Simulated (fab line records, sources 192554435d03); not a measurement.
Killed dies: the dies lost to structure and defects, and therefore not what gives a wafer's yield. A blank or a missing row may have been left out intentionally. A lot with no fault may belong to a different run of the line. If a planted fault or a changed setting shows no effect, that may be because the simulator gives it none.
Chamber matching	flow n5_finfet	N5_MOL_CONTACT_COAG_ETCH_15 on rie_diel-03 has 3 sister chambers
The step etches SiNx in CH3F/O2, stops on Si:P, target depth 7 nm. 6 wafers are shown with their chamber, then 6 later ones without.

## WAFERS WITH THEIR CHAMBER
wafer	chamber	showerhead_plenum_p_Torr (Torr)	rf_vpp_V (V)
L087.1	3	1.92	287
L089.2	3	1.91	287
L089.4	0	2.08	300
L089.5	1	2.02	303
L090.2	0	2.08	301
L090.3	1	2.02	303

## WAFERS WHOSE CHAMBER IS MISSING
wafer	showerhead_plenum_p_Torr (Torr)	rf_vpp_V (V)
L090.6	2.08	300
L093.1	2.01	303
L093.2	2.08	304
L093.5	2.08	301
L097.4	2.07	303
L097.5	2.01	302

## EACH ONE'S CHAMBER
wafer	from the rows above	in truth
L090.6	0	0
L093.1	1	1
L093.2	0	0
L093.5	0	0
L097.4	0	0
L097.5	1	1
6 of 6 placed correctly. Number that these rows cannot place: 0. Number placed wrongly: 0.
How it was worked out, from the rows above alone: a wafer's distance from a chamber is the root of the sum, over the readings, of the square of ((its reading less the chamber's mean) divided by the reading's scatter). If the next closest chamber is less than 2 further off than the closest, the wafer can't be placed; otherwise it belongs to the closest. Each chamber's mean is taken over the wafers shown for it. How the scatter is found: for the shown wafers, subtract from each reading the mean of its chamber, square and add these, divide the total by (wafers less chambers), then take the root.
